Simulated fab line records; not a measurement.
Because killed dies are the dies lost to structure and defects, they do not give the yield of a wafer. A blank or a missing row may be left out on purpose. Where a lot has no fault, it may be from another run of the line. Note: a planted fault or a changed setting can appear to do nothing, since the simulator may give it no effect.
fab line records	flow n5_finfet
[record] lots = 11	wafers = 33	last_day = 16
route steps=1938 shown GATE_CUT@502 TV_OPEN@1890 PASSIVATION@1908
lots untouched by any fault: they come from a run of this same line in which no faults occurred
start_h: hours from the record's first day to the start of the lot's first wafer shown	wait_h: hours from the lot's prior step to this one	" unchanged from the row above	L1.1+2: several wafers, shown together as one row	- no value present, or no start provided	* or withheld: withheld	< > ~ a bound
route shown NAME@n: NAME is a module with steps in the file, n the number in the route of the first one	usual: average and standard deviation across the fault-free wafers	same: alike in all rows	chamber/n: place in a boat	sites: the reading at each site	_std_site: the values' standard deviation	_edge_site: inner sites' mean taken away from outer sites' mean	radius_mm: how far each site lies from the wafer's centre	mask NAME#n: copy n	behind: the last tool/chamber to shape the wafer	hold: reason for holding the lot/hours on hold/outcome of the hold	device: the transistor (n, p or np) that didn't switch	end of line: the route-end tests of the same wafers	for a step that has no rows: nothing shown but its recipe	killed: the dies lost at the first sort to structure and to defects; this is not the yield of the wafer	map: shows each die of a wafer: x if killed, . if not, _ if none is there
set.NAME: setting as actually run; set.NAME@STEP: the setting as run at that earlier step	model.NAME: the simulator's own value behind a step, which no gauge read
the route's steps for a sample of lots (tables are steps, rows are wafers)
services: the hour from which a tool's chamber was out of use, counted from the record's first day as start_h (under 0 if before that day), plus the number of hours and why
[[steps]]
[step N5_GATE_CUT_CUT_ETCH_55]
[recipe] chemistry = BCl3	target = HfO2	mask_material = SiO2	target_depth_a = 32	ion_energy_ev = 30	pressure_mtorr = 5	icp_w = 450	bias_w = 18	bcl3_flow_sccm = 80
[usual] drypump_motor_current_A = 5.5/0.38	oes_product_au = 0.79/0.082	rf_fwd_power_W = 440.5/2.4	throttle_valve_pct = 33.2/0.5
lot.wafer	tool	chamber	start_h	wait_h	drypump_motor_current_A	oes_product_au	rf_fwd_power_W	rf_hours_counter_h	throttle_valve_pct
L451.3	rie_metal-02	1	81.63	0.0	5.3	0.87	439.8	-	32.9
L451.4	"	0	"	"	5.5	0.78	443.2	-	32.5
L451.5	"	0	"	"	5.5	0.78	444.0	-	32.5
L452.2	rie_metal-01	1	94.84	0.0	6.1	0.85	439.2	20	33.6
L452.3	"	0	"	"	5.3	0.75	438.5	-	32.8
L452.5	"	1	"	"	6.1	0.84	438.6	-	33.6
L456.1	rie_metal-01	1	118.21	0.0	6.1	0.85	438.8	21	33.6
L456.2	"	0	"	"	5.3	0.75	438.6	58	32.8
L456.6	"	1	"	"	6.1	0.84	440.0	-	33.7
L457.1	rie_metal-02	1	127.80	0.0	5.2	0.86	439.1	16	32.9
L457.2	"	0	"	"	5.5	0.77	442.8	37	32.4
L457.5	"	0	"	"	5.5	0.78	443.1	-	32.4
L459.1	rie_metal-03	0	136.38	0.0	4.9	0.66	441.4	87	33.9
L459.3	"	0	"	"	4.9	0.67	442.0	-	33.9
L459.6	"	1	"	"	5.6	0.93	443.7	-	33.0
L460.2	rie_metal-01	1	139.41	0.1	6.1	0.82	438.0	-	33.7
L460.3	"	1	"	"	6.1	0.82	439.5	-	33.7
L460.6	"	1	"	"	6.1	0.83	439.8	-	33.6
L461.2	rie_metal-01	0	146.64	0.0	5.3	0.75	438.6	61	32.8
L461.3	"	1	"	"	6.1	0.82	436.6	-	33.6
L461.6	"	1	"	"	6.1	0.83	438.0	-	33.6
L462.1	rie_metal-01	1	151.44	0.0	6.1	0.82	439.2	26	33.6
L462.4	"	1	"	"	6.1	0.83	438.7	-	33.6
L462.5	"	0	"	"	5.3	0.74	438.8	-	32.8
L464.3	rie_metal-01	1	165.28	0.0	6.1	0.82	438.2	-	33.7
L464.4	"	0	"	"	5.3	0.74	439.2	-	32.8
L464.6	"	0	"	"	5.3	0.74	438.9	-	32.8
L467.2	rie_metal-03	0	182.41	0.0	4.9	0.66	440.2	92	33.9
L467.3	"	1	"	"	5.6	0.91	440.8	-	33.0
L467.5	"	0	"	"	4.9	0.66	440.5	-	33.9
L472.2	rie_metal-02	0	211.55	0.0	5.5	0.74	445.1	44	32.5
L472.4	"	0	"	"	5.5	0.75	443.2	-	32.5
L472.6	"	0	"	"	5.5	0.74	443.4	-	32.5
[step N5_PASSIVATION_ETCH_15]
[recipe] chemistry = CF4/N2	target = SiCN	target_depth_a = 750	taper_deg = 2	time_s = 81.2	ion_energy_ev = 150	mask_material = SiNx	pressure_mtorr = 40	source_w = 430	bias_w = 70	Ar_flow_sccm = 100	cf4_flow_sccm = 60	n2_flow_sccm = 60
[usual] drypump_motor_current_A = 5.9/0.42	oes_product_au = 0.79/0.077	rf_fwd_power_W = 427.9/1.4	rf_vpp_V = 382.7/2.1	showerhead_plenum_p_Torr = 2.22/0.084	throttle_valve_pct = 15.43/0.22
lot.wafer	tool	chamber	start_h	wait_h	drypump_motor_current_A	oes_product_au	rf_fwd_power_W	rf_hours_counter_h	rf_vpp_V	showerhead_plenum_p_Torr	throttle_valve_pct
L451.3	rie_diel-02	3	-	-	5.6	0.91	428.5	33	384.1	2.34	15.29
L451.4	"	1	"	"	6.2	0.72	427.1	175	383.8	2.29	15.24
L451.5	"	0	"	"	6.0	0.81	428.3	-	386.1	2.32	15.16
L452.2	rie_diel-06	2	-	-	5.2	0.84	428.0	66	383.1	2.23	15.35
L452.3	"	0	"	"	6.0	0.96	428.1	4	381.2	2.17	15.19
L452.5	"	3	"	"	5.8	0.81	426.6	-	385.9	2.31	15.20
L456.1	rie_diel-02	3	-	-	5.6	0.89	428.8	43	385.9	2.34	15.30
L456.2	"	0	"	"	6.0	0.80	428.1	104	385.1	2.31	15.16
L456.6	"	2	"	"	6.2	0.72	428.4	-	379.9	2.10	15.85
L459.1	rie_diel-06	2	-	-	5.2	0.83	427.0	77	383.6	2.23	15.36
L459.3	"	0	"	"	5.9	0.94	426.9	15	380.3	2.16	15.20
L459.6	"	2	"	"	5.2	0.84	428.1	-	382.8	2.23	15.36
L457.1	rie_diel-03	0	-	-	6.7	0.83	427.4	60	381.7	2.15	15.37
L457.2	"	2	"	"	5.3	0.72	426.5	183	379.3	2.11	15.60
L457.5	"	1	"	"	5.9	0.71	426.9	-	384.3	2.28	15.75
L460.2	rie_diel-03	2	-	-	5.3	0.72	429.3	184	380.4	2.11	15.61
L460.3	"	0	"	"	6.6	0.83	429.7	62	380.7	2.15	15.37
L460.6	"	3	"	"	5.4	0.89	426.4	-	382.0	2.17	15.43
L462.1	rie_diel-02	3	-	-	5.6	0.87	429.6	55	384.8	2.34	15.32
L462.4	"	2	"	"	6.2	0.71	428.2	232	378.7	2.09	15.88
L462.5	"	2	"	"	6.2	0.71	427.0	-	379.0	2.09	15.89
L461.2	rie_diel-06	3	-	-	5.9	0.79	428.5	127	384.8	2.31	15.23
L461.3	"	0	"	"	5.9	0.91	430.4	23	381.3	2.16	15.22
L461.6	"	1	"	"	6.1	0.84	428.7	-	383.3	2.24	15.18
L464.3	rie_diel-02	2	-	-	6.2	0.70	426.5	237	378.7	2.09	15.88
L464.4	"	0	"	"	6.1	0.77	430.7	120	385.3	2.31	15.22
L464.6	"	2	"	"	6.2	0.70	427.6	-	381.1	2.09	15.89
L467.2	rie_diel-02	1	-	-	6.2	0.70	426.6	207	383.4	2.28	15.30
L467.3	"	0	"	"	6.0	0.77	429.4	125	385.4	2.31	15.23
L467.5	"	1	"	"	6.2	0.70	428.0	-	385.8	2.28	15.31
L472.2	rie_diel-02	0	-	-	6.1	0.77	427.2	132	385.8	2.30	15.24
L472.4	"	0	"	"	6.1	0.77	426.4	-	384.4	2.30	15.23
L472.6	"	1	"	"	6.2	0.69	429.9	-	382.6	2.27	15.31
[step N5_PASSIVATION_DESCUM_32]
[recipe] chemistry = O2	time_s = 7.9	source_power_w = 50	bias_power_w = 20	pressure_mtorr = 20	rf_frequency_hz = 2.712e+07	temp_c = 40	o2_flow_sccm = 225
[usual] drypump_motor_current_A = 6.0/0.56	oes_product_au = 0.81/0.083	rf_fwd_power_W = 49.66/0.18	rf_vpp_V = 243.4/1.3	showerhead_plenum_p_Torr = 2.11/0.064	throttle_valve_pct = 20.48/0.29
lot.wafer	tool	chamber	start_h	wait_h	drypump_motor_current_A	oes_product_au	rf_fwd_power_W	rf_hours_counter_h	rf_vpp_V	showerhead_plenum_p_Torr	throttle_valve_pct
L451.3	rie_diel-01	2	248.60	0.0	6.6	0.69	49.75	218	241.9	2.08	20.50
L451.4	"	1	"	"	6.5	0.83	49.51	82	244.3	2.13	20.82
L451.5	"	0	"	"	5.5	0.85	49.51	-	243.0	2.11	20.72
L452.2	rie_diel-05	2	269.02	0.0	6.6	0.74	49.63	185	242.1	2.08	20.46
L452.3	"	0	"	"	5.6	0.80	49.29	118	244.0	2.01	20.26
L452.5	"	2	"	"	6.6	0.74	49.41	-	243.6	2.08	20.46
L456.1	rie_diel-01	0	285.95	0.0	5.5	0.84	49.84	90	244.1	2.11	20.73
L456.2	"	2	"	"	6.6	0.69	49.77	232	241.1	2.07	20.54
L456.6	"	2	"	"	6.6	0.68	49.83	-	241.6	2.07	20.53
L459.1	rie_diel-01	0	302.18	0.1	5.5	0.83	49.98	96	243.7	2.11	20.75
L459.3	"	1	"	"	6.6	0.82	49.45	101	243.0	2.12	20.83
L459.6	"	3	"	"	5.1	0.99	49.43	-	245.6	2.24	20.11
L457.1	rie_diel-05	3	302.92	0.2	5.6	0.74	49.97	173	245.7	2.18	20.64
L457.2	"	2	"	"	6.6	0.74	49.42	196	242.6	2.08	20.48
L457.5	"	0	"	"	5.6	0.78	49.91	-	242.4	2.01	20.28
L460.2	rie_diel-01	3	307.34	0.2	5.1	0.98	49.86	2	246.4	2.24	20.14
L460.3	"	0	"	"	5.5	0.82	49.92	99	242.8	2.11	20.74
L460.6	"	1	"	"	6.6	0.81	49.43	-	242.2	2.12	20.86
L462.1	rie_diel-05	3	322.74	0.0	5.5	0.74	49.82	180	244.6	2.18	20.64
L462.4	"	1	"	"	6.3	0.87	49.79	49	244.0	2.13	20.19
L462.5	"	3	"	"	5.5	0.73	49.76	-	244.3	2.18	20.62
L461.2	rie_diel-04	2	329.15	0.5	5.7	0.83	49.53	51	245.1	2.13	19.98
L461.3	"	1	"	"	5.7	0.73	49.44	190	243.4	2.07	20.72
L461.6	"	1	"	"	5.7	0.73	49.37	-	244.1	2.07	20.72
L464.3	rie_diel-01	1	335.58	0.0	6.6	0.80	49.64	115	243.5	2.12	20.88
L464.4	"	1	"	"	6.6	0.80	49.72	-	243.0	2.12	20.88
L464.6	"	0	"	"	5.5	0.81	49.91	-	242.4	2.10	20.76
L467.2	rie_diel-01	1	352.65	0.0	6.6	0.79	49.36	121	242.2	2.11	20.89
L467.3	"	2	"	"	6.6	0.99	49.69	1	243.2	2.07	20.14
L467.5	"	3	"	"	5.2	0.92	49.87	-	245.2	2.24	20.15
L472.2	rie_diel-01	1	383.79	0.0	6.5	0.79	49.78	131	243.7	2.11	20.89
L472.4	"	2	"	"	6.6	0.94	49.82	11	241.5	2.06	20.16
L472.6	"	3	"	"	5.1	0.91	49.48	-	245.1	2.23	20.18
[step N5_PASSIVATION_PROBE_49]
[usual] defect_limited_yield = 91.3/1.5	killed_at_M0_to_M3 = 35/10	killed_at_M4_up = 13/5.3	killed_at_contacts = 12/5.7	killed_at_front_end = 39/11	killed_at_other = 3.3/2.7	killed_dies = 102/18	killed_on_rim = 13/4	killed_open = 67/13	killed_short = 34/7.8	sort_bin_5_function = 5.1/1	sort_bin_6_memory = 3.3/0.68	sort_n_pass = 1078/18	sort_yield_pct = 91.3/1.5
[same] gross_dies = 1180	killed_at_back_side = 0	sort_bin_4_leakage[%] = 0	sort_bin_8_speed[%] = 0
lot.wafer	tool	chamber	start_h	wait_h	defect_limited_yield[%]	killed_at_M0_to_M3	killed_at_M4_up	killed_at_contacts	killed_at_front_end	killed_at_other	killed_dies	killed_on_rim	killed_open	killed_short	sort_bin_5_function[%]	sort_bin_6_memory[%]	sort_n_pass	sort_yield_pct[%]
L451.3	prober-01	-	254.81	0.1	92.3	33	7	7	42	2	91	9	55	34	4.4	3.1	1089	92.3
L451.4	prober-01	-	254.86	0.2	91.2	39	11	16	38	0	104	12	73	31	5.6	3.1	1076	91.2
L451.5	prober-01	-	254.91	0.2	92.7	29	9	3	45	0	86	10	52	33	3.6	3.2	1094	92.7
L452.2	prober-01	-	274.00	0.1	89.9	27	19	10	58	5	119	21	76	37	5.1	4.6	1061	89.9
L452.3	prober-01	-	274.05	0.1	91.9	26	13	7	46	3	95	16	69	24	5.0	3.0	1085	91.9
L452.5	prober-01	-	274.15	0.2	88.4	57	13	8	57	2	137	11	102	33	7.5	4.0	1043	88.4
L457.1	prober-02	-	308.06	0.0	94.5	32	7	3	20	3	65	14	37	25	2.6	2.6	1115	94.5
L457.2	prober-02	-	308.11	0.1	92.2	24	17	4	45	2	92	9	49	42	4.7	2.6	1088	92.2
L457.5	prober-02	-	308.26	0.2	90.5	35	12	14	45	6	112	15	63	45	5.2	4.1	1068	90.5
L460.2	prober-02	-	312.39	0.1	93.3	33	9	4	32	1	79	15	43	36	4.1	2.3	1101	93.3
L460.3	prober-02	-	312.44	0.1	88.8	66	17	12	28	9	132	14	95	36	7.7	3.3	1048	88.8
L460.6	prober-02	-	312.59	0.3	92.2	38	8	19	23	4	92	10	62	30	3.9	3.5	1088	92.2
L462.1	prober-02	-	328.08	0.0	89.5	45	9	12	58	0	124	13	85	38	6.2	4.1	1056	89.5
L462.4	prober-02	-	328.23	0.2	90.3	48	10	7	50	0	115	19	74	40	5.8	3.6	1065	90.3
L462.5	prober-02	-	328.28	0.2	82.5	30	10	6	159	1	206	31	48	36	10.6	3.8	974	82.5
L464.3	prober-02	-	341.74	0.8	88.4	37	31	11	55	3	137	20	85	49	7.3	4.0	1043	88.4
L464.4	prober-02	-	341.79	0.8	80.1	41	16	16	160	2	235	33	76	39	11.5	4.6	945	80.1
L464.6	prober-02	-	341.89	0.9	80.5	35	17	7	169	2	230	28	72	29	11.7	4.1	950	80.5
L467.2	prober-02	-	358.53	0.1	91.1	51	14	8	32	0	105	14	61	41	5.3	3.3	1075	91.1
L467.3	prober-02	-	358.58	0.1	91.9	56	5	5	29	0	95	11	67	26	4.4	3.4	1085	91.9
L467.5	prober-02	-	358.68	0.2	93.1	32	7	10	27	6	82	12	51	29	4.2	2.7	1098	93.1
L472.2	prober-01	-	389.17	0.1	92.2	22	18	10	35	7	92	17	57	33	4.8	2.5	1088	92.2
L472.4	prober-01	-	389.27	0.2	89.7	34	19	13	51	5	122	17	83	36	6.4	3.4	1058	89.7
L472.6	prober-01	-	389.37	0.3	90.9	26	16	7	52	6	107	9	67	38	5.0	3.6	1073	90.9
// killed by level:class
L451.3 BEOL_M0_SAQP:geometric_particle:short=12 FIN_SAQP:geometric_particle:short=10 DUMMY_GATE:geometric_particle:open=9 STI_FIN_REVEAL:geometric_particle:open=7 MOL_CONTACT_COAG:geometric_particle:open=6 FIN_SAQP:geometric_particle:open=5 BEOL_M0_SAQP:geometric_particle:open=5 BEOL_M2:geometric_particle:open=5
L451.4 MOL_CONTACT_COAG:geometric_particle:open=15 BEOL_M0_SAQP:geometric_particle:open=15 STI_FIN_REVEAL:geometric_particle:open=12 BEOL_M2:geometric_particle:open=11 BEOL_M0_SAQP:geometric_particle:short=8 DUMMY_GATE:geometric_particle:open=6 FIN_SAQP:geometric_particle:open=4 DUMMY_GATE:geometric_particle:short=4
L451.5 BEOL_M2:geometric_particle:open=17 FIN_SAQP:geometric_particle:short=11 STI_FIN_REVEAL:geometric_particle:open=8 FIN_SAQP:geometric_particle:open=7 BEOL_M0_SAQP:geometric_particle:short=7 BEOL_M4:geometric_particle:open=4 GATE_CUT:geometric_particle:short=3 MOL_CONTACT_COAG:geometric_particle:open=3
L452.2 FIN_SAQP:geometric_particle:open=21 STI_FIN_REVEAL:geometric_particle:open=12 BEOL_M4:geometric_particle:open=10 FIN_SAQP:geometric_particle:short=9 MOL_CONTACT_COAG:geometric_particle:short=5 MOL_CONTACT_COAG:geometric_particle:open=5 BEOL_M3:geometric_particle:open=5 BEOL_M0_SAQP:geometric_particle:open=4
L452.3 FIN_SAQP:geometric_particle:open=13 BEOL_M2:geometric_particle:open=12 STI_FIN_REVEAL:geometric_particle:open=11 FIN_SAQP:geometric_particle:short=9 BEOL_M3:geometric_particle:open=8 BEOL_M4:geometric_particle:open=8 MOL_CONTACT_COAG:geometric_particle:open=7 STI_FIN_REVEAL:geometric_particle:short=4
L452.5 FIN_SAQP:geometric_particle:open=24 BEOL_M3:geometric_particle:open=12 BEOL_M0_SAQP:geometric_particle:open=11 BEOL_M2:geometric_particle:open=11 BEOL_M0:geometric_particle:open=9 FIN_SAQP:geometric_particle:short=6 BEOL_M4:geometric_particle:open=6 DUMMY_GATE:geometric_particle:open=5
L457.1 BEOL_M2:geometric_particle:open=7 BEOL_M0_SAQP:geometric_particle:short=6 FIN_SAQP:geometric_particle:short=5 DUMMY_GATE:geometric_particle:open=4 BEOL_M0_SAQP:geometric_particle:open=4 BEOL_M1:geometric_particle:open=4 BEOL_M2:geometric_particle:short=4 MOL_CONTACT_COAG:geometric_particle:open=3
L457.2 FIN_SAQP:geometric_particle:short=14 FIN_SAQP:geometric_particle:open=11 BEOL_M0_SAQP:geometric_particle:short=8 BEOL_M4:geometric_particle:open=7 GATE_CUT:geometric_particle:short=4 BEOL_M0_SAQP:geometric_particle:open=4 BEOL_M2:geometric_particle:open=4 ILD0:geometric_particle:short=3
L457.5 FIN_SAQP:geometric_particle:open=12 BEOL_M0_SAQP:geometric_particle:open=11 MOL_CONTACT_COAG:geometric_particle:open=10 FIN_SAQP:geometric_particle:short=8 BEOL_M0_SAQP:geometric_particle:short=7 BEOL_M3:geometric_particle:open=7 GATE_CUT:geometric_particle:short=6 GATE_CUT:geometric_particle:open=4
L460.2 BEOL_M0_SAQP:geometric_particle:short=11 STI_FIN_REVEAL:geometric_particle:open=7 BEOL_M0_SAQP:geometric_particle:open=5 FIN_SAQP:geometric_particle:short=4 FIN_CUT:geometric_particle:short=4 BEOL_M2:geometric_particle:open=4 FIN_CUT:geometric_particle:open=3 BEOL_M3:geometric_particle:open=3
L460.3 BEOL_M0_SAQP:geometric_particle:open=28 BEOL_M0_SAQP:geometric_particle:short=18 MOL_CONTACT_COAG:geometric_particle:open=12 STI_FIN_REVEAL:geometric_particle:open=10 BEOL_M3:geometric_particle:open=7 BEOL_M4:geometric_particle:open=7 BEOL_M2:geometric_particle:open=5 PAD_METAL:geometric_particle:open=5
L460.6 MOL_CONTACT_COAG:geometric_particle:open=17 BEOL_M0_SAQP:geometric_particle:short=14 BEOL_M0_SAQP:geometric_particle:open=10 DUMMY_GATE:geometric_particle:open=5 STI_FIN_REVEAL:geometric_particle:open=5 BEOL_M0:geometric_particle:open=4 BEOL_M1:geometric_particle:open=4 FIN_SAQP:geometric_particle:short=3
L462.1 STI_FIN_REVEAL:geometric_particle:open=26 BEOL_M0_SAQP:geometric_particle:open=13 BEOL_M0_SAQP:geometric_particle:short=12 BEOL_M3:geometric_particle:open=9 MOL_CONTACT_COAG:geometric_particle:open=8 FIN_SAQP:geometric_particle:open=7 FIN_SAQP:geometric_particle:short=7 BEOL_M4:geometric_particle:open=5
L462.4 STI_FIN_REVEAL:geometric_particle:open=16 BEOL_M3:geometric_particle:open=15 BEOL_M0_SAQP:geometric_particle:short=13 BEOL_M0_SAQP:geometric_particle:open=11 GATE_CUT:geometric_particle:short=8 FIN_SAQP:geometric_particle:open=7 FIN_SAQP:geometric_particle:short=7 MOL_CONTACT_COAG:geometric_particle:open=5
L462.5 GATE_CUT:unspecified=122 BEOL_M0_SAQP:geometric_particle:short=14 STI_FIN_REVEAL:geometric_particle:open=8 FIN_SAQP:geometric_particle:short=7 STARTING-WAFER:geometric_particle:open=5 BEOL_M1:geometric_particle:open=5 FIN_SAQP:geometric_particle:open=4 MOL_CONTACT_COAG:geometric_particle:open=4
L464.3 STI_FIN_REVEAL:geometric_particle:open=17 BEOL_M4:geometric_particle:open=14 BEOL_M0_SAQP:geometric_particle:short=13 BEOL_M0_SAQP:geometric_particle:open=10 MOL_CONTACT_COAG:geometric_particle:open=7 BEOL_M4:geometric_particle:short=7 STI_FIN_REVEAL:geometric_particle:short=6 FIN_SAQP:geometric_particle:open=5
L464.4 GATE_CUT:unspecified=119 MOL_CONTACT_COAG:geometric_particle:open=13 FIN_SAQP:geometric_particle:short=10 BEOL_M4:geometric_particle:open=10 FIN_SAQP:geometric_particle:open=9 BEOL_M3:geometric_particle:open=9 STI_FIN_REVEAL:geometric_particle:open=8 BEOL_M0_SAQP:geometric_particle:open=6
L464.6 GATE_CUT:unspecified=129 STI_FIN_REVEAL:geometric_particle:open=12 BEOL_M1:geometric_particle:open=9 BEOL_M4:geometric_particle:open=9 FIN_SAQP:geometric_particle:short=6 BEOL_M0_SAQP:geometric_particle:open=6 BEOL_M3:geometric_particle:open=6 FIN_SAQP:geometric_particle:open=5
L467.2 BEOL_M2:geometric_particle:open=11 BEOL_M3:geometric_particle:open=9 FIN_SAQP:geometric_particle:short=8 BEOL_M0_SAQP:geometric_particle:short=8 FIN_SAQP:geometric_particle:open=7 BEOL_M3:geometric_particle:short=7 BEOL_M0_SAQP:geometric_particle:open=6 BEOL_M4:geometric_particle:open=6
L467.3 BEOL_M0_SAQP:geometric_particle:open=16 BEOL_M3:geometric_particle:open=10 BEOL_M1:geometric_particle:open=8 BEOL_M2:geometric_particle:open=8 FIN_SAQP:geometric_particle:short=7 BEOL_M0_SAQP:geometric_particle:short=7 FIN_SAQP:geometric_particle:open=5 DUMMY_GATE:geometric_particle:open=5
L467.5 MOL_CONTACT_COAG:geometric_particle:open=7 BEOL_M0_SAQP:geometric_particle:open=7 BEOL_M3:geometric_particle:open=7 BEOL_M4:geometric_particle:open=6 STARTING-WAFER:geometric_particle:short=6 BEOL_M0_SAQP:geometric_particle:short=5 STI_FIN_REVEAL:geometric_particle:open=4 DUMMY_GATE:geometric_particle:open=4
L472.2 FIN_SAQP:geometric_particle:open=8 MOL_CONTACT_COAG:geometric_particle:open=8 FIN_SAQP:geometric_particle:short=6 GATE_CUT:geometric_particle:short=6 BEOL_M0_SAQP:geometric_particle:open=6 BEOL_M1:geometric_particle:open=6 BEOL_M4:geometric_particle:open=5 BEOL_M5:geometric_particle:open=5
L472.4 FIN_SAQP:geometric_particle:open=14 BEOL_M1:geometric_particle:open=14 STI_FIN_REVEAL:geometric_particle:open=10 MOL_CONTACT_COAG:geometric_particle:open=10 BEOL_M0_SAQP:geometric_particle:short=7 BEOL_M4:geometric_particle:open=6 FIN_SAQP:geometric_particle:short=5 DUMMY_GATE:geometric_particle:open=5
L472.6 FIN_SAQP:geometric_particle:open=14 FIN_SAQP:geometric_particle:short=8 BEOL_M1:geometric_particle:open=8 STI_FIN_REVEAL:geometric_particle:open=7 BEOL_M4:geometric_particle:open=7 DUMMY_GATE:geometric_particle:open=6 BEOL_M0_SAQP:geometric_particle:short=6 MOL_CONTACT_COAG:geometric_particle:open=4
[[services]]
tool	chamber	start_h	hours	kind
rie_metal-01	-	65.02	0.5	repair
rie_metal-01	-	79.58	2.9	repair
rie_diel-01	-	88.48	28.1	pm
rie_diel-06	0	88.86	4.1	repair
rie_diel-02	1	113.73	15.6	repair
rie_diel-06	2	117.42	1.2	repair
rie_diel-05	2	119.71	1.5	repair
rie_metal-01	0	134.08	6.0	repair
rie_diel-02	3	153.75	1.5	repair
rie_diel-06	-	179.18	14.6	pm
rie_diel-01	-	182.64	29.3	repair
rie_diel-02	0	201.01	9.1	repair
rie_diel-01	3	221.31	4.5	repair
rie_diel-02	2	223.76	6.1	repair
rie_diel-02	2	237.18	4.4	repair
rie_diel-01	2	240.16	6.1	repair
rie_diel-06	2	241.17	1.2	repair
rie_metal-02	0	253.58	26.6	repair
rie_diel-06	3	259.63	4.8	repair
rie_diel-01	1	284.52	2.1	repair
rie_diel-01	3	303.05	3.8	repair
rie_diel-02	-	343.94	2.8	pm
rie_diel-02	0	369.71	4.9	repair
rie_diel-02	-	375.07	4.3	pm
[[key]]
[first_sign] step = N5_PASSIVATION_PROBE_49	reading = killed_at_front_end	direction = up	sigmas = 11	usual = 39	struck = 163
[effect] step = N5_PASSIVATION_PROBE_49	reading = killed_dies	direction = up	sigmas = 6.8	usual = 102	struck = 224
[more_kills_born_at] N5_GATE_CUT_CUT_ETCH_55@rie_metal-01 = 370
met_at N5_GATE_CUT_CUT_ETCH_55
struck_lots L462,L464
struck_wafers L462.5,L464.4,L464.6
not_acting_at N5_PASSIVATION_ETCH_15,N5_PASSIVATION_DESCUM_32
onset_between 146.64 151.44
[fault] kind = chamber_particle_source	tool = rie_metal-01	chamber = 0	onset_h = 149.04	steps = N5_GATE_CUT_CUT_ETCH_55	rate_per_visit_cm2 = 1.4458	end_h = 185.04
